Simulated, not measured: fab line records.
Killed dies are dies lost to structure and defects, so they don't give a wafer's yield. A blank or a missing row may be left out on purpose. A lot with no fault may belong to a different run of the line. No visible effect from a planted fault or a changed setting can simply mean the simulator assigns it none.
fab line records | flow n5-finfet
[record] lots = 10 wafers = 29 last-day = 20
route steps=1938 shown BEOL_M9@1439 PASSIVATION@1936
lots untouched by any fault: they come from a run of this same line in which no faults occurred
start-h: the number of hours between the record's first day and the start of the first shown wafer of the lot | wait-h: hours since the lot's step before | " the same as in the row above | L1.1+2: several wafers, shown together as one row | - no value, or no start given | * or withheld: withheld | < > ~ a bound
route shown NAME@n: names a module that has steps shown in the file, with the first one's number in the route | usual: the fault-free wafers' mean and standard deviation | same: alike in all rows | chamber/n: place in a boat | sites: readings site by site | _std_site: their standard deviation | _edge_site: the outer-site mean with the inner-site mean subtracted | radius-mm: how far each site lies from the wafer's centre | mask NAME#n: copy n | behind: the most recent tool/chamber to have shaped the wafer | hold: why the lot went on hold/how many hours it stayed there/how the hold came to an end | device: the transistor (n, p or np) that didn't switch | end of line: the route-end tests of the same wafers | for a step that has no rows: nothing shown but its recipe | killed: not the wafer's yield, but the dies lost to structure and defects at the first sort | map: a wafer's dies, x killed, . not, _ none there
set.NAME: the setting the step ran with; set.NAME@STEP: the setting that earlier step ran with | model.NAME: the simulator's own value behind a step, which no gauge read
route steps across a sampled set of lots; one table per step, one row per wafer
services: a tool's chamber out of use, with start hour (start-h, from the record's first day; less than 0 if before it), hours out, and reason
[[steps]]
[step N5_BEOL_M9_ETCH_65]
[recipe] chemistry = CF4 target = SiARC target-depth-a = 156 mask-material = CAR-EUV time-s = 26 ion-energy-ev = 80 pressure-mtorr = 40 source-w = 545 bias-w = 36 Ar_flow_sccm = 100 cf4-flow-sccm = 100 ends = cleared
[usual] drypump-motor-current-A = 5.9/0.4 etch-rf-on-time-s = 26.0/0.42 oes-product-au = 0.67/0.068 rf-fwd-power-W = 532.1/1.8 rf-vpp-V = 184.1/1.1 showerhead-plenum-p-Torr = 2.14/0.064 throttle-valve-pct = 15.58/0.2
// columns lot.wafer tool chamber start-h wait-h drypump-motor-current-A etch-rf-on-time-s oes-product-au rf-fwd-power-W rf-hours-counter-h rf-vpp-V showerhead-plenum-p-Torr throttle-valve-pct
L641.2 rie-diel-02 0 231.96 0.0 6.3 25.6 0.61 534.1 199 184.5 2.11 15.68
L641.3 " 3 " " 5.5 26.2 0.72 533.6 42 185.4 2.27 15.44
L641.4 " 1 " " 6.4 25.8 0.60 533.0 200 183.4 2.13 15.53
L642.1 rie-diel-02 2 233.14 0.0 6.4 26.4 0.71 529.1 54 185.2 2.16 15.33
L642.3 " 3 " " 5.5 26.0 0.72 532.1 42 186.7 2.27 15.44
L642.4 " 0 " " 6.3 25.4 0.61 531.6 200 182.3 2.11 15.65
L650.1 rie-diel-02 2 355.90 0.0 6.3 26.1 0.68 530.8 88 184.7 2.15 15.41
L650.2 " 0 " " 6.3 25.4 0.59 529.3 233 184.7 2.10 15.71
L650.4 " 1 " " 6.4 25.8 0.58 530.9 234 183.9 2.11 15.60
L658.1 rie-diel-03 0 364.15 0.0 5.5 26.1 0.59 534.9 231 182.5 2.04 16.02
L658.5 " 3 " " 5.6 26.9 0.71 530.0 - 182.9 2.18 15.51
L658.6 " 0 " " 5.4 25.8 0.59 532.4 - 181.2 2.04 16.02
L656.1 rie-diel-02 0 364.32 0.0 6.3 25.8 0.59 531.9 235 183.8 2.10 15.73
L656.4 " 2 " " 6.3 26.8 0.67 529.1 90 184.5 2.15 15.38
L656.5 " 3 " " 5.5 26.3 0.68 530.7 - 184.1 2.25 15.52
L653.3 rie-diel-04 1 368.72 0.0 5.4 25.7 0.65 533.2 134 184.8 2.06 15.73
L653.5 " 3 " " 6.1 25.9 0.71 530.3 - 183.2 2.07 15.42
L653.6 " 0 " " 5.5 26.3 0.58 532.8 - 183.4 2.11 15.78
L652.2 rie-diel-03 3 372.34 0.0 5.7 26.7 0.71 530.0 51 183.8 2.18 15.54
L652.4 " 3 " " 5.7 26.9 0.71 533.7 - 184.7 2.18 15.54
L652.5 " 0 " " 5.5 26.1 0.59 532.2 - 183.6 2.04 16.01
L657.3 rie-diel-04 1 373.80 0.0 5.4 25.9 0.65 532.4 136 184.0 2.06 15.74
L657.6 " 3 " " 6.1 25.7 0.72 534.1 - 182.0 2.07 15.43
L659.4 rie-diel-03 2 376.62 0.0 5.7 26.2 0.75 531.8 - 184.9 2.11 15.67
L659.5 " 0 " " 5.5 26.2 0.58 531.9 - 183.2 2.03 16.03
L659.6 " 3 " " 5.7 26.9 0.70 533.1 - 184.4 2.18 15.55
L654.1 rie-diel-03 0 382.20 0.0 5.5 26.1 0.58 533.1 238 182.3 2.03 16.01
L654.3 " 2 " " 5.7 25.9 0.75 534.3 35 183.1 2.11 15.66
L654.5 " 3 " " 5.6 26.7 0.70 535.2 - 183.9 2.18 15.53
[step N5_BEOL_M9_DEGAS_44]
[recipe] ambient = vacuum temp-c = 250 time-s = 60
[usual] heater-power-w = 343/28 susceptor-temp-C = 250.01/0.16
// columns lot.wafer tool chamber start-h wait-h heater-power-w susceptor-temp-C
L641.2 pvd-sputter-03 - 233.03 0.4 311 249.87
L641.3 " - " " 363 250.19
L641.4 " - " " 357 247.61
L642.1 pvd-sputter-03 - 234.15 0.3 367 247.22
L642.3 " - " " 313 249.93
L642.4 " - " " 372 249.99
L650.1 pvd-sputter-01 - 356.93 0.4 370 249.76
L650.2 " - " " 301 249.88
L650.4 " - " " 319 250.18
L658.1 pvd-sputter-03 - 365.61 0.5 360 250.17
L658.5 " - " " 310 250.21
L658.6 " - " " 377 249.72
L656.1 pvd-sputter-03 - 366.11 0.8 364 249.92
L656.4 " - " " 306 250.02
L656.5 " - " " 311 249.73
L653.3 pvd-sputter-01 - 369.84 0.4 328 250.18
L653.5 " - " " 341 250.09
L653.6 " - " " 379 250.02
L652.2 pvd-sputter-03 - 374.46 1.1 306 250.17
L652.4 " - " " 381 249.76
L652.5 " - " " 308 250.03
L657.3 pvd-sputter-03 - 374.78 0.2 360 250.14
L657.6 " - " " 312 249.95
L659.4 pvd-sputter-03 - 379.07 1.2 372 249.65
L659.5 " - " " 381 250.11
L659.6 " - " " 375 250.28
L654.1 pvd-sputter-02 - 383.37 0.3 350 250.14
L654.3 " - " " 342 249.92
L654.5 " - " " 328 250.15
[step N5_BEOL_M9_ALD_74]
[recipe] material = TaN target-thk-a = 20 temp-c = 275 ald-precursor-family = PDMAT ald-co-reactant = NH3 pressure-torr = 3 carrier-flow-sccm = 1500 pulse-time-s = 2 purge-time-s = 3 co-reactant-purge-time-s = 2 co-reactant-pulse-time-s = 3 ald-cycles = 40 precursor-vessel-temp-c = 75 precursor-vessel-pressure-torr = 26.25 precursor-vessel-carrier-sccm = 1000
[usual] heater-power-outer-w = 223/28 heater-power-w = 403/42 precursor-vessel-temp-c = 75.00/0.13
// columns lot.wafer tool chamber start-h wait-h heater-power-outer-w heater-power-w precursor-vessel-temp-c
L641.2 ald-metal-04 1 233.27 0.2 225 405 75.05
L641.3 " 3 " " 220 408 74.95
L641.4 " 2 " " 220 404 75.11
L642.1 ald-metal-02 2 234.26 0.0 230 398 75.06
L642.3 " 0 " " 250 426 75.11
L642.4 " 3 " " 196 387 74.98
L650.1 ald-metal-04 3 357.03 0.0 228 414 75.01
L650.2 " 2 " " 219 410 75.00
L650.4 " 1 " " 225 403 75.08
L658.1 ald-metal-01 1 365.74 0.1 265 466 75.10
L658.5 " 1 " " 268 475 75.25
L658.6 " 2 " " 237 409 74.95
L656.1 ald-metal-02 1 366.21 0.0 198 397 74.96
L656.4 " 3 " " 196 367 75.06
L656.5 " 0 " " 249 415 74.93
L653.3 ald-metal-02 2 370.00 0.1 226 406 74.95
L653.5 " 0 " " 244 441 74.94
L653.6 " 3 " " 194 375 74.88
L652.2 ald-metal-01 3 374.60 0.1 264 436 74.97
L652.4 " 0 " " 209 359 75.00
L652.5 " 0 " " 208 353 74.95
L657.3 ald-metal-04 3 374.88 0.0 221 417 74.92
L657.6 " 3 " " 226 414 75.03
L659.4 ald-metal-01 3 379.36 0.2 267 428 75.06
L659.5 " 3 " " 264 430 75.21
L659.6 " 2 " " 231 398 75.08
L654.1 ald-metal-04 3 383.47 0.0 220 411 75.12
L654.3 " 0 " " 173 312 75.05
L654.5 " 1 " " 227 407 74.97
[step N5_BEOL_M9_SPUTTER_48]
[recipe] material = Cu target-thk-a = 120 temp-c = -20 bias-v = 60 power-w = 26000 chamber-pressure-pa = 0.13 time-s = 2
[usual] chamber-pressure-pa = 0.13004/0.00026 chuck-gas-flow-sccm = 1.26/0.052 throttle-valve-pct = 30.2/1.3
// columns lot.wafer tool chamber start-h wait-h chamber-pressure-pa chuck-gas-flow-sccm throttle-valve-pct
L641.2 pvd-sputter-01 - 233.96 0.1 0.13056 1.28 31.2
L641.3 " - " " 0.13004 1.27 30.4
L641.4 " - " " 0.13007 1.25 28.2
L642.1 pvd-sputter-03 - 234.76 0.1 0.13 1.34 29.4
L642.3 " - " " 0.13021 1.23 29.6
L642.4 " - " " 0.12963 1.23 30.2
L650.1 pvd-sputter-02 - 358.51 0.1 0.1299 1.32 28.0
L650.2 " - " " 0.1298 1.30 31.3
L650.4 " - " " 0.13014 1.22 30.5
L658.1 pvd-sputter-03 - 366.27 0.1 0.13048 1.30 30.6
L658.5 " - " " 0.12979 1.27 29.6
L658.6 " - " " 0.12995 1.28 30.9
L656.1 pvd-sputter-01 - 366.70 0.1 0.13057 1.29 31.1
L656.4 " - " " 0.12996 1.23 31.8
L656.5 " - " " 0.12976 1.15 31.5
L653.3 pvd-sputter-02 - 370.52 0.1 0.12954 1.14 30.2
L653.5 " - " " 0.13037 1.22 30.5
L653.6 " - " " 0.13005 1.30 28.2
L652.2 pvd-sputter-01 - 375.14 0.1 0.13006 1.27 31.1
L652.4 " - " " 0.12989 1.14 30.6
L652.5 " - " " 0.12991 1.25 28.3
L657.3 pvd-sputter-01 - 375.42 0.1 0.12996 1.26 31.4
L657.6 " - " " 0.12982 1.37 30.6
L659.4 pvd-sputter-02 - 380.29 0.1 0.13023 1.32 28.1
L659.5 " - " " 0.12994 1.28 30.3
L659.6 " - " " 0.12992 1.21 31.6
L654.1 pvd-sputter-02 - 384.01 0.1 0.1303 1.24 28.0
L654.3 " - " " 0.12987 1.29 30.5
L654.5 " - " " 0.12995 1.29 28.2
[step N5_PASSIVATION_PROBE_49]
[usual] defect-limited-yield = 91.2/1.4 killed_at_M0_to_M3 = 36/10 killed_at_M4_up = 13/5.1 killed-at-contacts = 12/5.4 killed-at-front-end = 39/11 killed-at-other = 3.5/2.4 killed-dies = 104/17 killed-open = 67/13 killed-short = 36/8.3 sort_bin_5_function = 5.2/0.98 sort_bin_6_memory = 3.3/0.68 sort-n-pass = 1076/17 sort-yield-pct = 91.2/1.4
[same] gross-dies = 1180 killed-at-back-side = 0 sort_bin_4_leakage[%] = 0 sort_bin_8_speed[%] = 0
// columns lot.wafer tool chamber start-h wait-h defect-limited-yield[%] killed_at_M0_to_M3 killed_at_M4_up killed-at-contacts killed-at-front-end killed-at-other killed-dies killed-open killed-short sort_bin_5_function[%] sort_bin_6_memory[%] sort-n-pass sort-yield-pct[%]
L653.3 prober-01 - 448.93 0.1 91.6 46 14 11 27 1 99 72 26 5.1 3.0 1081 91.6
L653.5 prober-01 - 449.03 0.2 88.9 43 21 16 50 1 131 83 47 6.1 4.6 1049 88.9
L653.6 prober-01 - 449.08 0.3 89.2 55 12 8 50 2 127 87 39 5.2 4.8 1053 89.2
L652.2 prober-01 - 459.61 0.1 90.3 58 11 5 37 4 115 74 41 6.3 3.1 1065 90.3
L652.4 prober-01 - 459.71 0.2 93.1 37 10 9 21 4 81 48 31 3.9 2.3 1099 93.1
L652.5 prober-01 - 459.76 0.2 90.9 45 18 9 35 0 107 75 32 5.3 3.6 1073 90.9
// killed by level:class
L653.3 BEOL_M0_SAQP:geometric-particle:open=18 BEOL_M0_SAQP:geometric-particle:short=14 STI_FIN_REVEAL:geometric-particle:open=12 MOL_CONTACT_COAG:geometric-particle:open=8 BEOL_M1:geometric-particle:open=7 BEOL_M4:geometric-particle:open=6 FIN_SAQP:geometric-particle:open=5 BEOL_M0:geometric-particle:open=4
L653.5 MOL_CONTACT_COAG:geometric-particle:open=14 BEOL_M0_SAQP:geometric-particle:short=13 BEOL_M4:geometric-particle:open=12 STI_FIN_REVEAL:geometric-particle:open=11 BEOL_M0_SAQP:geometric-particle:open=10 FIN_SAQP:geometric-particle:open=9 FIN_SAQP:geometric-particle:short=8 BEOL_M3:geometric-particle:open=6
L653.6 BEOL_M2:geometric-particle:open=15 STI_FIN_REVEAL:geometric-particle:open=12 FIN_SAQP:geometric-particle:open=11 BEOL_M0_SAQP:geometric-particle:short=10 BEOL_M0_SAQP:geometric-particle:open=8 BEOL_M4:geometric-particle:open=8 BEOL_M0:geometric-particle:open=6 MOL_CONTACT_COAG:geometric-particle:short=5
L652.2 BEOL_M0_SAQP:geometric-particle:short=15 BEOL_M3:geometric-particle:open=12 BEOL_M1:geometric-particle:open=10 FIN_SAQP:geometric-particle:open=8 BEOL_M0_SAQP:geometric-particle:open=8 FIN_SAQP:geometric-particle:short=7 STI_FIN_REVEAL:geometric-particle:open=6 DUMMY_GATE:geometric-particle:open=5
L652.4 BEOL_M3:geometric-particle:open=10 BEOL_M0_SAQP:geometric-particle:short=9 BEOL_M0_SAQP:geometric-particle:open=9 FIN_SAQP:geometric-particle:short=8 MOL_CONTACT_COAG:geometric-particle:open=8 BEOL_M4:geometric-particle:open=5 FIN_SAQP:geometric-particle:open=4 BEOL_M1:geometric-particle:open=3
L652.5 BEOL_M0_SAQP:geometric-particle:open=16 FIN_SAQP:geometric-particle:short=10 BEOL_M0_SAQP:geometric-particle:short=10 MOL_CONTACT_COAG:geometric-particle:open=9 BEOL_M3:geometric-particle:open=8 BEOL_M4:geometric-particle:open=7 STI_FIN_REVEAL:geometric-particle:open=6 FIN_SAQP:geometric-particle:open=5
[[services]]
// columns tool chamber start-h hours kind
ald-metal-04 - 216.55 1.4 repair
rie-diel-03 2 235.29 - clean
rie-diel-03 2 235.29 - consumable-replace:focus-ring
rie-diel-03 2 235.29 19.3 scheduled-down
rie-diel-03 2 235.29 19.3 vent-cycle
ald-metal-02 2 250.60 24.5 repair
ald-metal-01 2 253.05 - calibration
rie-diel-04 2 276.93 - clean
rie-diel-04 2 276.93 - consumable-replace:focus-ring
rie-diel-04 2 276.93 23.6 scheduled-down
ald-metal-04 - 285.82 0.8 repair
rie-diel-04 - 291.47 14.6 pm
rie-diel-03 1 298.37 98.2 repair
pvd-sputter-01 - 303.96 11.5 repair
ald-metal-01 2 317.12 24.1 repair
ald-metal-01 - 337.25 14.0 pm
ald-metal-01 0 337.25 14.0 vent-cycle
ald-metal-01 1 337.25 14.0 vent-cycle
ald-metal-01 3 337.25 14.0 vent-cycle
ald-metal-01 0 351.25 - clean
ald-metal-01 1 351.25 - clean
ald-metal-01 2 351.25 - clean
ald-metal-01 3 351.25 - clean
ald-metal-02 0 371.39 22.2 repair
[[key]]
[first-sign] step = N5_BEOL_M9_DEGAS_44 reading = susceptor-temp-C direction = down sigmas = 16 usual = * struck = *
effect none on later readings
met-at N5_BEOL_M9_DEGAS_44
struck-lots L641,L642
struck-wafers L641.4,L642.1
not-acting-at N5_BEOL_M9_ETCH_65,N5_BEOL_M9_ALD_74,N5_BEOL_M9_SPUTTER_48
[fault] kind = process-parameter-drift tool = pvd-sputter-03 chamber = - onset-h = 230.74 steps = N5_BEOL_M9_DEGAS_44 channel = temp-c offset = * shape = step end-h = 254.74 acts-in = * stated = * scope = struck-wafers-only
